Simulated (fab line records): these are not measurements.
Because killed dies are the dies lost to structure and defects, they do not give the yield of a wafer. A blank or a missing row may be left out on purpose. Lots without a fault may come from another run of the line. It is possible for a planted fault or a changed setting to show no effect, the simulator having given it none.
Problem report in the 8D (eight disciplines) form, filled by code :: flow nand_harc :: the parts of the form that need people (team, actions taken, sign-off) are left out

== 1. THE PROBLEM ==
Mean of thk_nm at NHARC_A_ONON_D2_THK_MEAS_24: 807 nm across 2 wafers in 2 lots; on wafers with no fault it is 1003 nm (standard deviation 11). That is -18 standard deviations from the usual mean.
The step: measures by ellipsometry.
First seen on wafer L303.2, day 21 12:47, on film_metro-01. At this step, 41 wafers from 14 lots have a number in the record. Rule for "out", or "out of limits": more than 4 standard deviations from the usual mean. The rest of the wafers with a number are treated as sound.

== 2. WHAT IT IS, WHAT IT ISN'T ==
question: which readings at this step
is: thk_nm
is not: -

question: which lots
is: L303, L306
is not: L284, L285, L286, L287, L290, L291, L292, L293, L294, L296, L298, L299

question: which wafers of those lots
is: L303.2, L306.6
is not: L303.1, L306.1, L306.3

question: read on which gauges
is: film_metro-01, film_metro-02
is not: -

question: when
is: from day 21 12:47
is not: up to then (37 sound wafers); but 2 sound wafers of L306 came after

== 3. SUSPECTS, AND WHAT RULES EACH OUT ==
Counting: any tool at a process step up to the reading remains a suspect provided it ran every lot that is out. Sound lots after the first of them don't rule it out here, since some wafers of a struck lot are sound.
- the gauge at NHARC_A_ONON_D2_THK_MEAS_24: ruled out. Those wafers that are out were read across 2 gauges (film_metro-01, film_metro-02).
- pecvd_onon-01 at NHARC_A_ONON_D2_DEP_22 (target thk 1000 nm): kept. It ran every lot that is out, first L303 (day 21 12:16); its last sound lot up to then is L299 (day 19 02:52).
The count leaves pecvd_onon-01 at NHARC_A_ONON_D2_DEP_22.

== 4. THE CAUSE (what the simulator had put in) ==
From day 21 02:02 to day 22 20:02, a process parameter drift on pecvd_onon-01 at NHARC_A_ONON_D2_DEP_22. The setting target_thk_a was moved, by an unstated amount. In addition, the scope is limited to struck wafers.
After counting, this tool was the only one left.

== 5. THE EFFECT CHAIN, in route order ==
Rows list readings where the struck wafers' mean (over those with a number) sits beyond 3 standard deviations from the usual. Readings are gone through only where the record gives a usual standard deviation; hours: the median, over the lots, of the time from a lot's start at the first step in this table giving one to that lot's start at this step; sigmas: the change measured in usual standard deviations.
hours: 0
step: NHARC_A_ONON_D2_THK_MEAS_24
reading: thk_nm
usual: 1003 nm
on struck wafers: 807
change: -196
sigmas: -18

== 6. HOW IT WOULD HAVE BEEN CAUGHT EARLIER ==
Counted from the fault's start at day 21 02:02, it took 11 hours until the first out-of-limits reading at a measuring or inspecting step in this record, taken at day 21 12:47.
Of the lots that are out (2), L306 began NHARC_A_ONON_D2_DEP_22 on pecvd_onon-01 after day 21 12:47. Had the tool been put on hold then, it would have been spared.
